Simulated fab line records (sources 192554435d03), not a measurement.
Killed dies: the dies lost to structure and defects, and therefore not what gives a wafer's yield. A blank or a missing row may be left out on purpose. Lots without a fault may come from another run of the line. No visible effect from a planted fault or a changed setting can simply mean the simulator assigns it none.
fab line records	flow n5-finfet
record: lots: 5	wafers: 15	last-day: 19
route steps=1938 shown DUMMY_GATE@248 SPACER0@258 SD_EPI_N@262 PASSIVATION@1936
lots that met no fault: taken from a fault-free run of the same line
start-h: start of the lot's first displayed wafer, in hours after the record's first day	wait-h: how many hours have passed since the lot's step before this one	" same as the row above	L1.1+2: a single row standing in for several wafers	- no value present, or no start provided	* or withheld: withheld	< > ~ a bound
route shown NAME@n: names a module that has steps shown in the file, with the first one's number in the route	usual: average and standard deviation across the fault-free wafers	same: alike in all rows	chamber/n: place in a boat	sites: readings site by site	_std_site: the standard deviation of these	_edge_site: mean of outer sites minus mean of inner sites	radius-mm: for every site, how far away it sits from the centre of the wafer	mask NAME#n: copy n	behind: the most recent tool/chamber to have shaped the wafer	hold: cause of the lot's hold/its duration in hours/its outcome	device: which transistor (n, p or np) failed to switch	end of line: tests run on the same wafers once the route is complete	step lacking rows: just its recipe	killed: dies lost to structure and defects at the first sort, not the wafer's yield	map: dies across one wafer; x = killed, . = not, _ = none there
set.NAME: the setting that was run; set.NAME@STEP: the one run at that earlier step	model.NAME: the simulator's own value behind a step, which no gauge read
a table for each step, a row for each wafer; lots at some steps of the route
services: from which hour (start-h, from the record's first day; less than 0 if before it) a tool's chamber was out of use, for how many hours, and why
== steps ==
step: N5_DUMMY_GATE_ETCH_44
recipe: chemistry: HBr/O2	over-etch-frac: 0.7	target-depth-a: 1275	stop-on: SiO2	ion-energy-ev: 60	bias-w: 20	target: poly-Si	mask-material: SiO2	pressure-mtorr: 20	icp-w: 400	HBr_flow_sccm: 120	O2_flow_sccm: 10
usual: O2_flow_sccm: 10.000/0.026	drypump-motor-current-A: 6.0/0.4	oes-product-au: 0.724/0.011	throttle-valve-pct: 18.48/0.19
lot.wafer	tool	chamber	start-h	wait-h	O2_flow_sccm	drypump-motor-current-A	oes-product-au	rf-hours-counter-h	throttle-valve-pct
L586.2	rie-si-03	1	84.59	0.0	10.004	5.9	0.727	6	18.63
L586.5	"	2	"	"	9.979	5.7	0.720	-	18.12
L586.6	"	3	"	"	10.029	4.9	0.720	-	18.32
L588.2	rie-si-06	0	96.91	0.0	10.021	6.3	0.728	171	18.44
L588.3	"	3	"	"	10.028	6.3	0.726	76	18.64
L588.5	"	3	"	"	10.035	6.3	0.726	-	18.64
L589.3	rie-si-03	1	103.58	0.0	10.001	5.9	0.734	6	18.63
L589.4	"	2	"	"	10.028	5.7	0.704	4	18.10
L589.6	"	2	"	"	9.988	5.7	0.710	-	18.09
L595.3	rie-si-05	2	135.49	0.0	9.994	6.2	0.740	24	18.38
L595.5	"	3	"	"	10.026	5.6	0.748	-	18.65
L595.6	"	0	"	"	9.994	6.1	0.720	-	18.19
L603.2	rie-si-05	2	185.82	0.0	9.979	6.1	0.738	25	18.39
L603.4	"	0	"	"	9.999	6.1	0.730	107	18.20
L603.5	"	0	"	"	9.994	6.1	0.729	-	18.19
step: N5_DUMMY_GATE_CD_MEAS_24
recipe: target-cd-nm: 15
usual: cd-nm: 15.2/0.4
lot.wafer	tool	chamber	start-h	wait-h	cd-nm
L586.2	cd-sem-03	-	84.71	0.1	15.3
L586.5	"	-	"	"	15.4
L586.6	"	-	"	"	15.5
L588.2	cd-sem-02	-	97.02	0.1	15.3
L588.3	"	-	"	"	15.5
L588.5	"	-	"	"	16.3
L589.3	cd-sem-02	-	103.70	0.1	14.4
L589.4	"	-	"	"	14.5
L589.6	"	-	"	"	15.1
L595.3	cd-sem-02	-	135.61	0.1	15.3
L595.5	"	-	"	"	15.3
L595.6	"	-	"	"	15.3
L603.2	cd-sem-03	-	185.93	0.1	15.0
L603.4	"	-	"	"	14.9
L603.5	"	-	"	"	14.6
step: N5_DUMMY_GATE_ETCH_42
recipe: chemistry: CHF3/O2	target: SiO2	target-depth-a: 35	time-s: 31	ion-energy-ev: 30	bias-w: 12	pressure-mtorr: 30	source-w: 600	Ar_flow_sccm: 200	CHF3_flow_sccm: 50	O2_flow_sccm: 5
usual: O2_flow_sccm: 5.002/0.016	drypump-motor-current-A: 5.7/0.57	oes-product-au: 0.82/0.089	rf-vpp-V: 42.4/1.1	showerhead-plenum-p-Torr: 2.39/0.065	throttle-valve-pct: 18.77/0.18
lot.wafer	tool	chamber	start-h	wait-h	O2_flow_sccm	drypump-motor-current-A	oes-product-au	rf-hours-counter-h	rf-vpp-V	showerhead-plenum-p-Torr	throttle-valve-pct
L586.2	rie-diel-06	3	84.75	0.0	5.033	4.9	0.76	123	42.4	2.43	18.86
L586.5	"	1	"	"	4.982	6.0	0.72	-	41.6	2.49	19.02
L586.6	"	0	"	"	5.000	6.5	0.71	-	41.2	2.46	19.00
L588.2	rie-diel-02	3	97.07	0.0	5.010	6.8	0.84	72	42.9	2.35	19.10
L588.3	"	1	"	"	5.000	6.4	0.78	135	42.8	2.50	18.38
L588.5	"	1	"	"	4.999	6.4	0.77	-	43.3	2.50	18.38
L589.3	rie-diel-02	3	103.83	0.1	5.004	6.8	0.83	74	42.4	2.35	19.10
L589.4	"	2	"	"	5.020	6.6	0.83	54	40.0	2.36	18.63
L589.6	"	2	"	"	5.019	6.5	0.83	-	41.4	2.36	18.62
L595.3	rie-diel-02	3	135.65	0.0	5.002	6.8	0.83	79	42.4	2.35	19.12
L595.5	"	2	"	"	5.040	6.5	0.82	-	40.7	2.36	18.65
L595.6	"	3	"	"	5.011	6.8	0.83	-	42.3	2.35	19.11
L603.2	rie-diel-04	2	185.98	0.0	4.979	5.2	0.70	198	41.7	2.29	18.84
L603.4	"	3	"	"	4.962	5.6	0.79	126	42.5	2.32	18.87
L603.5	"	0	"	"	5.028	6.0	0.92	-	42.5	2.37	18.68
step: N5_DUMMY_GATE_STRIP_48
recipe: chemistry: N2/H2	time-s: 20	power-w: 100	temp-c: 40	pressure-mtorr: 100	rf-frequency-hz: 6e+07	bias-power-w: 3	n2-flow-sccm: 300	h2-flow-sccm: 300
step: N5_DUMMY_GATE_PRECLEAN_33
recipe: chemistry: dHF	time-s: 10	dilution: 750:1	temp-c: 25
step: N5_DUMMY_GATE_PRECLEAN_25
recipe: chemistry: O3/DIW	time-s: 45	temp-c: 22	o3-ppm: 10
step: N5_DUMMY_GATE_PRECLEAN_51
recipe: chemistry: SC2	time-s: 45	temp-c: 35	mix: 1:1:50
step: N5_DUMMY_GATE_SRD_26
recipe: dry: ipa-marangoni	time-s: 30	temp-c: 23	rinse-liquid: diw
step: N5_DUMMY_GATE_UV_OZONE_45
recipe: time-s: 120	pressure-torr: 760	temp-c: 25
step: N5_DUMMY_GATE_INSPECT_27
recipe: inspect-instrument: brightfield	mode: aei
usual: raw-defect-count: 292/76
lot.wafer	tool	chamber	start-h	wait-h	raw-defect-count
L586.2	defect-inspect-01	-	84.99	0.0	303
L586.5	"	-	"	"	204
L586.6	"	-	"	"	272
L588.2	defect-inspect-01	-	97.31	0.0	209
L588.3	"	-	"	"	333
L588.5	"	-	"	"	217
L589.3	defect-inspect-01	-	104.07	0.0	222
L589.4	"	-	"	"	307
L589.6	"	-	"	"	188
L595.3	defect-inspect-02	-	135.88	0.0	397
L595.5	"	-	"	"	315
L595.6	"	-	"	"	374
L603.2	defect-inspect-01	-	186.21	0.0	381
L603.4	"	-	"	"	264
L603.5	"	-	"	"	248
step: N5_SPACER0_ALD_07
recipe: material: SiNx	target-thk-a: 20	temp-c: 400	ald-precursor-family: SiH2I2	ald-co-reactant: N2/H2-plasma	pressure-torr: 2
step: N5_SPACER0_ALD_00
recipe: material: SiOCN	target-thk-a: 35	temp-c: 400	ald-precursor-family: alkyl-aminosilane	ald-co-reactant: O2/N2-plasma	pulse-time-s: 3	purge-time-s: 2	co-reactant-purge-time-s: 2	ald-cycles: 58	pressure-torr: 2
step: N5_SPACER0_ALD_08
recipe: material: SiNx	target-thk-a: 20	temp-c: 400	ald-precursor-family: SiH2I2	ald-co-reactant: N2/H2-plasma	pressure-torr: 2
usual: heater-power-w: 852/68
lot.wafer	tool	chamber	start-h	wait-h	heater-power-w	model.SiNx_of_SPACER0_ALD_08.thk-nm
L586.2	ald-sin-01	3	85.63	0.1	823	2
L586.5	"	3	"	"	825	2
L586.6	"	0	"	"	773	2
L588.2	ald-sin-03	0	98.05	0.1	709	2
L588.3	"	2	"	"	956	2
L588.5	"	1	"	"	892	2
L589.3	ald-sin-01	0	104.52	0.1	761	2
L589.4	"	2	"	"	832	2
L589.6	"	0	"	"	771	2
L595.3	ald-sin-03	3	136.33	0.1	941	2
L595.5	"	1	"	"	878	3
L595.6	"	2	"	"	937	2
L603.2	ald-sin-02	2	186.80	0.1	859	2
L603.4	"	3	"	"	836	2
L603.5	"	3	"	"	828	2
step: N5_SPACER0_INSPECT_04
recipe: inspect-instrument: darkfield	mode: post-dep
usual: raw-defect-count: 129/30
lot.wafer	tool	chamber	start-h	wait-h	raw-defect-count
L586.2	defect-inspect-02	-	85.78	0.1	124
L586.5	"	-	"	"	73
L586.6	"	-	"	"	147
L588.2	defect-inspect-02	-	98.21	0.1	88
L588.3	"	-	"	"	166
L588.5	"	-	"	"	94
L589.3	defect-inspect-01	-	104.68	0.1	109
L589.4	"	-	"	"	136
L589.6	"	-	"	"	85
L595.3	defect-inspect-01	-	136.49	0.1	138
L595.5	"	-	"	"	148
L595.6	"	-	"	"	176
L603.2	defect-inspect-02	-	186.97	0.1	169
L603.4	"	-	"	"	141
L603.5	"	-	"	"	120
step: N5_SD_EPI_N_COAT_32
recipe: resist: SOC	temp-c: 250	time-s: 60	spin-rpm: 1500	resist-thk-nm: 350
step: N5_SD_EPI_N_COAT_33
recipe: resist: SiARC	temp-c: 220	time-s: 60	spin-rpm: 1500	resist-thk-nm: 35
step: N5_SD_EPI_N_COAT_03
recipe: resist: CAR-ArF-block	spin-rpm: 1500	resist-thk-nm: 150
step: N5_SD_EPI_N_EBR_05
recipe: solvent: PGMEA	ebr-width-mm: 1.5
step: N5_SD_EPI_N_SOFTBAKE_04
recipe: temp-c: 110	time-s: 60	resist: CAR-ArF-block
step: N5_SD_EPI_N_EXPOSE_06
recipe: mask-id: SD_N_BLK	na: 1.35	source-shape: conventional	sigma-outer: 0.8	polarization: unpolarized	target-cd-nm: 120	dose-mj: 39.75
step: N5_SD_EPI_N_PEB_07
recipe: peb-temp-c: 110	peb-time-s: 60	resist: CAR-ArF-block
step: N5_SD_EPI_N_DEVELOP_08
recipe: develop-time-s: 30	developer: TMAH	resist: CAR-ArF-block	dev-temp-c: 23	rinse-liquid: diw	dry: air-spin
step: N5_SD_EPI_N_CD_MEAS_09
recipe: target-cd-nm: 120	landing-energy-ev: 500	detector: se-inlens
usual: cd-nm: 119.8/0.62
lot.wafer	tool	chamber	start-h	wait-h	cd-nm
L586.2	cd-sem-01	0	86.06	-	119.2
L586.5	"	0	"	"	119.4
L586.6	"	0	"	"	119.2
L588.2	cd-sem-01	0	98.48	-	120.4
L588.3	"	0	"	"	120.5
L588.5	"	0	"	"	120.3
L589.3	cd-sem-02	0	104.95	-	120.1
L589.4	"	0	"	"	119.0
L589.6	"	0	"	"	118.7
L595.3	cd-sem-03	0	136.89	-	118.5
L595.5	"	0	"	"	119.0
L595.6	"	0	"	"	119.5
L603.2	cd-sem-03	0	187.24	-	120.5
L603.4	"	0	"	"	118.9
L603.5	"	0	"	"	118.9
step: N5_SD_EPI_N_OVL_MEAS_10
recipe: points-per-wafer: 44
usual: SD_N_BLK_OVL: -0.1/0.75
lot.wafer	tool	chamber	start-h	wait-h	SD_N_BLK_OVL[nm]
L586.2	overlay-01	0	86.09	0.0	0.1
L586.5	"	0	"	"	0.5
L586.6	"	0	"	"	1.3
L588.2	overlay-01	0	98.51	0.0	-0.5
L588.3	"	0	"	"	0.1
L588.5	"	0	"	"	-0.6
L589.3	overlay-01	0	104.98	0.0	-1.4
L589.4	"	0	"	"	-0.5
L589.6	"	0	"	"	-0.1
L595.3	overlay-02	0	136.92	0.0	-0.2
L595.5	"	0	"	"	-0.5
L595.6	"	0	"	"	-0.1
L603.2	overlay-01	0	187.27	0.0	-0.2
L603.4	"	0	"	"	-0.2
L603.5	"	0	"	"	-0.5
step: N5_SD_EPI_N_INSPECT_11
recipe: mode: adi	inspect-instrument: macro
usual: raw-defect-count: 2.0/1.5
lot.wafer	tool	chamber	start-h	wait-h	raw-defect-count
L586.2	defect-inspect-02	-	86.11	0.0	6
L586.5	"	-	"	"	6
L586.6	"	-	"	"	2
L588.2	defect-inspect-01	-	98.54	0.0	1
L588.3	"	-	"	"	1
L588.5	"	-	"	"	4
L589.3	defect-inspect-01	-	105.00	0.0	2
L589.4	"	-	"	"	1
L589.6	"	-	"	"	0
L595.3	defect-inspect-02	-	136.94	0.0	1
L595.5	"	-	"	"	4
L595.6	"	-	"	"	2
L603.2	defect-inspect-01	-	187.29	0.0	1
L603.4	"	-	"	"	3
L603.5	"	-	"	"	1
step: N5_SD_EPI_N_DESCUM_14
recipe: chemistry: O2	time-s: 7.9	source-power-w: 50	bias-power-w: 20	pressure-mtorr: 20	rf-frequency-hz: 2.712e+07	temp-c: 40	resist: CAR-ArF-block	o2-flow-sccm: 225
step: N5_SD_EPI_N_ETCH_34
recipe: chemistry: CF4	target: SiARC	target-depth-a: 455	mask-material: CAR-ArF-block	time-s: 75.8	ion-energy-ev: 80	pressure-mtorr: 40	source-w: 545	bias-w: 36	Ar_flow_sccm: 100	cf4-flow-sccm: 100	ends: cleared
usual: cf4-flow-sccm: 100.0/0.3	drypump-motor-current-A: 5.7/0.41	etch-rf-on-time-s: 75.4/2	oes-product-au: 0.69/0.093	rf-vpp-V: 183.9/1.5	showerhead-plenum-p-Torr: 2.13/0.094	throttle-valve-pct: 15.63/0.23
lot.wafer	tool	chamber	start-h	wait-h	cf4-flow-sccm	drypump-motor-current-A	etch-rf-on-time-s	oes-product-au	rf-hours-counter-h	rf-vpp-V	showerhead-plenum-p-Torr	throttle-valve-pct
L586.2	rie-diel-05	0	86.18	0.0	100.1	5.5	76.2	0.70	84	182.2	1.99	15.78
L586.5	"	0	"	"	99.7	5.5	76.4	0.69	-	182.3	1.99	15.78
L586.6	"	1	"	"	100.7	5.5	78.1	0.57	-	183.6	2.12	15.94
L588.2	rie-diel-05	1	98.61	0.0	100.2	5.5	79.1	0.57	240	183.0	2.12	15.95
L588.3	"	2	"	"	100.0	5.6	76.6	0.77	24	186.9	2.27	15.40
L588.5	"	2	"	"	100.1	5.6	76.9	0.77	-	186.8	2.27	15.38
L589.3	rie-diel-03	2	105.07	0.0	100.4	5.7	78.1	0.59	203	181.0	2.03	15.82
L589.4	"	1	"	"	99.5	5.5	73.9	0.80	21	185.6	2.26	15.42
L589.6	"	1	"	"	99.5	5.4	74.1	0.79	-	185.4	2.26	15.44
L595.3	rie-diel-03	2	137.16	0.0	100.2	5.7	78.8	0.59	214	182.1	2.03	15.84
L595.5	"	0	"	"	100.4	5.7	77.5	0.59	-	182.4	2.03	15.68
L595.6	"	1	"	"	100.0	5.4	73.6	0.78	-	185.8	2.26	15.44
L603.2	rie-diel-01	0	187.36	0.0	100.2	5.7	78.3	0.74	25	182.6	2.10	15.51
L603.4	"	1	"	"	99.8	5.8	74.5	0.76	61	184.7	2.10	15.42
L603.5	"	1	"	"	100.4	5.8	74.3	0.76	-	183.3	2.10	15.42
step: N5_SD_EPI_N_ETCH_35
recipe: chemistry: N2/H2	target: SOC	overetch-a: 1080	mask-material: SiARC	temp-c: 40	ion-energy-ev: 100	source-w: 3000	bias-w: 133	pressure-mtorr: 20	time-s: 486	n2-flow-sccm: 200	h2-flow-sccm: 200
usual: drypump-motor-current-A: 5.7/0.41	oes-product-au: 0.72/0.09	rf-vpp-V: 240.6/1.7	showerhead-plenum-p-Torr: 2.53/0.11	throttle-valve-pct: 23.8/0.34
lot.wafer	tool	chamber	start-h	wait-h	drypump-motor-current-A	oes-product-au	rf-hours-counter-h	rf-vpp-V	showerhead-plenum-p-Torr	throttle-valve-pct
L586.2	rie-diel-05	0	86.24	0.0	5.5	0.73	84	237.6	2.37	24.2
L586.5	"	0	"	"	5.6	0.73	-	239.3	2.37	24.2
L586.6	"	1	"	"	5.5	0.61	-	242.0	2.51	24.3
L588.2	rie-diel-05	1	98.66	0.0	5.6	0.61	240	239.8	2.51	24.3
L588.3	"	2	"	"	5.7	0.81	24	242.6	2.68	23.6
L588.5	"	2	"	"	5.6	0.80	-	244.7	2.68	23.6
L589.3	rie-diel-03	2	105.13	0.0	5.7	0.63	203	240.6	2.43	24.0
L589.4	"	1	"	"	5.4	0.82	21	242.9	2.72	24.1
L589.6	"	1	"	"	5.4	0.82	-	243.5	2.73	24.1
L595.3	rie-diel-03	2	137.22	0.0	5.7	0.63	214	239.5	2.42	24.0
L595.5	"	0	"	"	5.7	0.62	-	239.5	2.39	23.8
L595.6	"	1	"	"	5.4	0.80	-	242.0	2.72	24.1
L603.2	rie-diel-01	0	187.42	0.0	5.7	0.80	25	240.3	2.49	23.8
L603.4	"	1	"	"	5.9	0.77	61	240.8	2.49	24.1
L603.5	"	1	"	"	5.8	0.79	-	240.1	2.49	24.1
step: N5_SD_EPI_N_STRIP_36
recipe: chemistry: N2/H2	temp-c: 40	n2-flow-sccm: 200	h2-flow-sccm: 200	rf-frequency-hz: 6e+07
step: N5_SD_EPI_N_ETCHBACK_44
recipe: chemistry: CH3F/O2	mode: anisotropic-etchback	target: SiNx	target-depth-a: 145	stop-on: SiO2	over-etch-frac: 0.3	ion-energy-ev: 120	pressure-mtorr: 30	source-w: 395	bias-w: 73	Ar_flow_sccm: 150	CH3F_flow_sccm: 30	O2_flow_sccm: 20
step: N5_SD_EPI_N_ETCH_45
recipe: chemistry: CH3F/O2	target: SiOCN	target-depth-a: 60	mask-material: SOC	ion-energy-ev: 60	bias-w: 29	pressure-mtorr: 15	source-w: 410	Ar_flow_sccm: 150	CH3F_flow_sccm: 30	O2_flow_sccm: 20
usual: O2_flow_sccm: 20.00/0.067	drypump-motor-current-A: 5.7/0.41	oes-product-au: 0.80/0.11	rf-vpp-V: 127.2/1	showerhead-plenum-p-Torr: 1.99/0.092	throttle-valve-pct: 23.36/0.24
lot.wafer	tool	chamber	start-h	wait-h	O2_flow_sccm	drypump-motor-current-A	oes-product-au	rf-hours-counter-h	rf-vpp-V	showerhead-plenum-p-Torr	throttle-valve-pct
L586.2	rie-diel-05	0	86.66	0.1	19.93	5.6	0.82	85	126.1	1.85	23.56
L586.5	"	0	"	"	19.95	5.6	0.81	-	125.6	1.85	23.57
L586.6	"	1	"	"	19.90	5.6	0.67	-	127.2	1.97	23.69
L588.2	rie-diel-05	1	99.09	0.1	19.84	5.5	0.67	240	127.5	1.97	23.71
L588.3	"	2	"	"	20.02	5.6	0.90	24	127.6	2.11	23.13
L588.5	"	2	"	"	19.99	5.6	0.90	-	129.3	2.11	23.14
L589.3	rie-diel-03	2	105.55	0.1	20.11	5.7	0.70	203	126.3	1.90	23.51
L589.4	"	1	"	"	20.03	5.5	0.93	21	127.9	2.12	23.43
L589.6	"	1	"	"	20.03	5.5	0.93	-	126.8	2.12	23.42
L595.3	rie-diel-03	2	137.65	0.1	20.01	5.6	0.70	214	126.5	1.89	23.52
L595.5	"	0	"	"	20.04	5.6	0.68	-	127.8	1.87	23.10
L595.6	"	1	"	"	20.07	5.4	0.91	-	128.4	2.12	23.47
L603.2	rie-diel-01	0	187.84	0.1	20.06	5.6	0.89	25	126.9	1.95	23.32
L603.4	"	1	"	"	20.10	5.8	0.88	61	127.0	1.95	23.23
L603.5	"	1	"	"	20.05	5.8	0.89	-	127.8	1.95	23.24
step: N5_SD_EPI_N_ETCH_16
recipe: chemistry: CHF3/O2	target: SiO2	target-depth-a: 50	mask-material: SOC	pressure-mtorr: 30	source-w: 650	bias-w: 170	Ar_flow_sccm: 200	CHF3_flow_sccm: 50	O2_flow_sccm: 5	ion-energy-ev: 200
step: N5_SD_EPI_N_STRIP_47
recipe: chemistry: CHF3/O2	resist: SiARC	rf-frequency-hz: 6e+07
step: N5_SD_EPI_N_SD_RECESS_17
recipe: chemistry: HBr/Cl2/O2	target-depth-a: 410	mask-material: SOC	time-s: 23.7	bt-time-s: 3	pressure-mtorr: 10	icp-w: 800	bias-w: 112	HBr_flow_sccm: 150	Cl2_flow_sccm: 80	O2_flow_sccm: 12
step: N5_SD_EPI_N_STRIP_38
recipe: chemistry: N2/H2	power-w: 1000	temp-c: 250	h2-frac: 0.65	overash-fraction: 0.3	pressure-mtorr: withheld	n2-flow-sccm: 1750	h2-flow-sccm: 3250
step: N5_SD_EPI_N_WET_ETCH_43
recipe: chemistry: dHF	dilution: withheld	time-s: 14	target: SiO2	target-depth-a: 15	temp-c: 25
lot.wafer	tool	chamber	start-h	wait-h	model.SiNx_of_SPACER0_ALD_08.thk-nm
L586.2+6	wet-bench-03	1,5	87.02	-	1.6
L586.5	"	3	"	"	1.4
L588.2+3+5	wet-bench-03	0,2,7	99.44	-	1.6
L589.3+4+6	wet-bench-02	3,7,0	105.91	-	1.6
L595.3+6	wet-bench-01	4,5	138.04	-	1.6
L595.5	"	7	"	"	2.6
L603.2+4+5	wet-bench-01	5,7,1	188.20	-	1.6
step: N5_SD_EPI_N_STRIP_18
recipe: chemistry: SPM	time-s: 750	temp-c: 130	h2so4-h2o2-vol-ratio: 4
step: N5_PASSIVATION_PROBE_49
usual: killed_at_M0_to_M3: 33/11	killed_at_M4_up: 14/5	killed-at-contacts: 11/7.3	killed-at-front-end: 43/12	killed-at-other: 4/3.1	killed-dies: 106/17	killed-open: 69/13	killed-short: 34/8.7
same: gross-dies: 1180	killed-at-back-side: 0
lot.wafer	tool	chamber	start-h	wait-h	killed_at_M0_to_M3	killed_at_M4_up	killed-at-contacts	killed-at-front-end	killed-at-other	killed-dies	killed-open	killed-short
L589.3	prober-01	-	366.06	0.1	34	9	15	31	7	96	70	26
L589.4	prober-01	-	366.11	0.2	27	14	7	43	1	92	61	31
L589.6	prober-01	-	366.21	0.3	31	19	13	31	2	96	66	30
L603.2	prober-01	-	450.84	0.1	19	25	20	50	0	114	80	33
L603.4	prober-01	-	450.94	0.2	37	13	27	44	4	125	77	43
L603.5	prober-01	-	450.99	0.2	17	17	15	38	4	91	63	22
killed by level:class
L589.3 MOL_CONTACT_COAG:geometric-particle:open=10 BEOL_M1:geometric-particle:open=10 STI_FIN_REVEAL:geometric-particle:open=8 FIN_SAQP:geometric-particle:open=6 MOL_CONTACT_COAG:geometric-particle:short=5 BEOL_M2:geometric-particle:open=5 BEOL_M3:geometric-particle:open=5 BEOL_M4:geometric-particle:open=5
L589.4 STI_FIN_REVEAL:geometric-particle:open=15 GATE_CUT:geometric-particle:short=11 MOL_CONTACT_COAG:geometric-particle:open=7 BEOL_M3:geometric-particle:open=7 STI_FIN_REVEAL:geometric-particle:short=6 BEOL_M4:geometric-particle:open=6 BEOL_M0:geometric-particle:short=5 BEOL_M2:geometric-particle:open=5
L589.6 MOL_CONTACT_COAG:geometric-particle:open=11 STI_FIN_REVEAL:geometric-particle:open=9 FIN_SAQP:geometric-particle:open=6 BEOL_M0_SAQP:geometric-particle:open=6 BEOL_M4:geometric-particle:open=6 BEOL_M0_SAQP:geometric-particle:short=5 BEOL_M1:geometric-particle:open=5 BEOL_M2:geometric-particle:open=5
L603.2 MOL_CONTACT_COAG:geometric-particle:open=15 BEOL_M4:geometric-particle:open=11 FIN_SAQP:geometric-particle:open=8 FIN_SAQP:geometric-particle:short=7 BEOL_M5:geometric-particle:open=7 BEOL_M3:geometric-particle:open=6 STARTING-WAFER:geometric-particle:short=6 STI_FIN_REVEAL:geometric-particle:open=5
L603.4 MOL_CONTACT_COAG:geometric-particle:open=17 BEOL_M2:geometric-particle:open=12 MOL_CONTACT_COAG:geometric-particle:short=10 FIN_SAQP:geometric-particle:open=7 ILD0:geometric-particle:open=6 BEOL_M0_SAQP:geometric-particle:open=5 BEOL_M0_SAQP:geometric-particle:short=5 BEOL_M3:geometric-particle:open=5
L603.5 MOL_CONTACT_COAG:geometric-particle:open=13 STI_FIN_REVEAL:geometric-particle:open=9 HKMG_FIN:area-etch=6 GATE_CUT:geometric-particle:short=5 BEOL_M0_SAQP:geometric-particle:open=4 FIN_SAQP:geometric-particle:open=4 BEOL_M1:geometric-particle:open=4 BEOL_M2:geometric-particle:open=4
== services ==
tool	chamber	start-h	hours	kind
rie-diel-01	2	61.20	4.2	repair
rie-diel-04	3	65.13	6.8	repair
rie-diel-01	3	80.59	-	clean
rie-diel-01	3	80.59	-	consumable-replace:focus-ring
rie-diel-01	3	80.59	-	consumable-replace:showerhead
rie-diel-01	3	80.59	19.0	scheduled-down
ald-sin-02	-	85.41	14.0	pm
wet-bench-01	-	89.02	0.7	repair
rie-diel-02	3	119.82	11.3	repair
rie-diel-05	1	129.37	-	clean
rie-diel-05	1	129.37	-	consumable-replace:focus-ring
rie-diel-05	1	129.37	22.9	scheduled-down
rie-diel-05	1	129.37	22.9	vent-cycle
rie-diel-02	-	136.73	2.7	repair
rie-diel-03	0	138.30	-	clean
rie-diel-03	0	138.30	-	consumable-replace:focus-ring
rie-diel-03	0	138.30	-	consumable-replace:showerhead
rie-diel-03	0	138.30	41.9	scheduled-down
rie-diel-03	0	138.30	41.9	vent-cycle
rie-diel-04	-	153.50	0.6	repair
wet-bench-02	-	155.61	0.8	repair
rie-diel-06	1	160.12	7.3	repair
rie-diel-03	2	165.53	5.8	repair
wet-bench-03	-	183.99	1.6	repair
== key ==
first-sign none at tools or gauges
model-effect: step: N5_SPACER0_ALD_08	value: SiNx_of_SPACER0_ALD_08.thk-nm	without: 2	struck: 3
model-effect: step: N5_SD_EPI_N_WET_ETCH_43	value: SiNx_of_SPACER0_ALD_08.thk-nm	without: 1.4	struck: 2.6
met-at N5_SPACER0_ALD_08
struck-wafers L595.5
tester-left-out L595
onset-between 98.05 136.33
fault: kind: process-parameter-drift	tool: ald-sin-03	chamber: -	onset-h: 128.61	steps: N5_SPACER0_ALD_08	channel: target-thk-a	offset: *	shape: step	end-h: 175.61	scope: struck-wafers-only	acts-in: *	stated: *
tester-left-out: of these lots the tester's yield and bins aren't shown, on N5 and GAA mostly nor the transistor test; their killed dies are dies lost to structure and defects alone, not to doping, threshold or leakage, so they don't give the yield
